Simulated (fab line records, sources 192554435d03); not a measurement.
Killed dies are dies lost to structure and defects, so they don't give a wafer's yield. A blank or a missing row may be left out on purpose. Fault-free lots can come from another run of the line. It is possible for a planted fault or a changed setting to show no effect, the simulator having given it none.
Struck lot and sound lot, side by side ; flow n5Finfet ; 24 steps out of a route of 1938
Sound: wafers L884.1, L884.2, L884.6. Wafers L883.1, L883.4, L883.6 were the ones struck. Last of all comes the cause.
For every step that has rows: the tool of each side, followed by ch and its chambers, followed by its first start. Under that, the readings that differ: sound wafers ; struck wafers ; difference of the means ; sigmas: that difference in standard deviations of wafers without a fault.
alike: same words and numbers on both sides, and readings whose means sit less than 2 such deviations apart. not compared: any withheld reading, any reading some wafer has no value for, any bound like >300 that may hide the same value, and any number with overlapping values for which the record gives no deviation.
A row with sigmas, a row that says differs or no value, or rows on one side alone: a step with any of these is where the two part. Numbers that have no deviation but don't overlap get no sigmas and don't part them. A reading that every wafer of one side lacks parts them only if that side has two wafers or more.

first, 9 steps without rows for these wafers: N5_BEOL_M3_ILD_DEP_00 (deposits SiOC from DEMS/O2, target thk 79 nm, time 15.3 s); N5_BEOL_M3_PECVD_72 (deposits SiO2 from TEOS/O2, target thk 16 nm, time 18 s); N5_BEOL_M3_HM_DEP_02 (deposits TiN, target thk 20 nm); N5_BEOL_M3_COAT_61 (time 60 s, resist thk 60 nm); N5_BEOL_M3_COAT_62 (time 60 s, resist thk 12 nm); N5_BEOL_M3_COAT_73 (time 60 s, resist thk 5 nm); N5_BEOL_M3_COAT_05 (resist thk 30 nm); N5_BEOL_M3_EBR_07; N5_BEOL_M3_SOFTBAKE_06 (time 60 s).
N5_BEOL_M3_EXPOSE_08: exposes mask M3.
  sound on euvScanner-02 ch 0, day 9 03:02; struck on euvScanner-01 ch 0, day 8 17:54
reading;sound;struck;difference;sigmas
exposureDoseMJCm2;32.86 32.83 32.83;30.71 30.76 30.72;-2.11;-50
  alike: mask
then, 2 steps without rows for these wafers: N5_BEOL_M3_PEB_09 (peb time 60 s); N5_BEOL_M3_DEVELOP_10 (develop time 30 s).
N5_BEOL_M3_CD_MEAS_11: target cd 17.05 nm.
  sound on cdSem-02 ch 0, day 9 03:10; struck on cdSem-03 ch 0, day 8 18:01
reading;sound;struck;difference;sigmas
cdNm (nm);16.73 17.24 17.29;15.82 15.75 15.78;-1.30;-6
then, 1 step without rows for these wafers: N5_BEOL_M3_DESCUM_16 (chemistry O2, time 7 s).
N5_BEOL_M3_ETCH_74: etches underlayer in N2/H2, target depth 6.5 nm, time 5.2 s.
  sound on rieDiel-03 ch 1,3, day 9 03:19; struck on rieDiel-01 ch 0,3, day 8 18:11
reading;sound;struck;difference;sigmas
model.BEOL_M3.cdOffsetNm (nm);-0.2 0 -0.2;-1.4 -1.6 -1.6;-1.4;
  alike: drypumpMotorCurrentA, etchRfOnTimeS, n2FlowSccm, oesProductAu, rfFwdPowerW, rfVppV, showerheadPlenumPTorr, throttleValvePct
  not compared: rfHoursCounterH
then, 5 steps without rows for these wafers: N5_BEOL_M3_ETCH_63 (etches SiARC in CF4, target depth 15.6 nm, time 26 s); N5_BEOL_M3_ETCH_64 (etches SOC in N2/H2, target depth 75 nm, overetch 15 nm, time 112.5 s); N5_BEOL_M3_STRIP_65 (strips in N2/H2); N5_BEOL_M3_STRIP_75 (strips in N2/H2); N5_BEOL_M3_STRIP_66 (strips in CF4).
N5_BEOL_M3_HM_OPEN_17: chemistry Cl2/BCl3, target TiN, target depth 20 nm, overetch 6 nm.
  sound on rieMetal-01 ch 0,1, day 9 03:32; struck on rieMetal-03 ch 1, day 8 18:23
reading;sound;struck;difference;sigmas
model.BEOL_M3.cdOffsetNm (nm);-0.4 -0.2 0;-1.8 -1.8 -1.8;-1.6;
  alike: drypumpMotorCurrentA, mfcCl2Sccm, oes_ar_750_au, oesProductAu, rfFwdPowerW, throttleValvePct
  not compared: rfHoursCounterH
then, 1 step without rows for these wafers: N5_BEOL_M3_STRIP_19 (strips in O2).
N5_BEOL_M4_RC_MEAS_101:
  the record has rows for the sound wafers here (prober-01 ch 0, day 10 01:14) and none for the struck ones
-- a jump in the record: the struck wafers' starts before and after are 5 days apart (it breaks off in module BEOL_M4 and resumes in module PASSIVATION, where the first step shown is number 1936 of the route) --
N5_PASSIVATION_PROBE_49:
  only the struck wafers here have rows in the record (prober-01, day 14 01:26); the sound ones have none

== WHERE THEY PART ==
First at N5_BEOL_M3_EXPOSE_08; last, within this record, at N5_PASSIVATION_PROBE_49.

WHY: whatever the simulator had introduced
Process parameter drift: euvScanner-01, from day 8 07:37 on, at N5_BEOL_M3_EXPOSE_08. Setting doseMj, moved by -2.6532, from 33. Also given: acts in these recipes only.
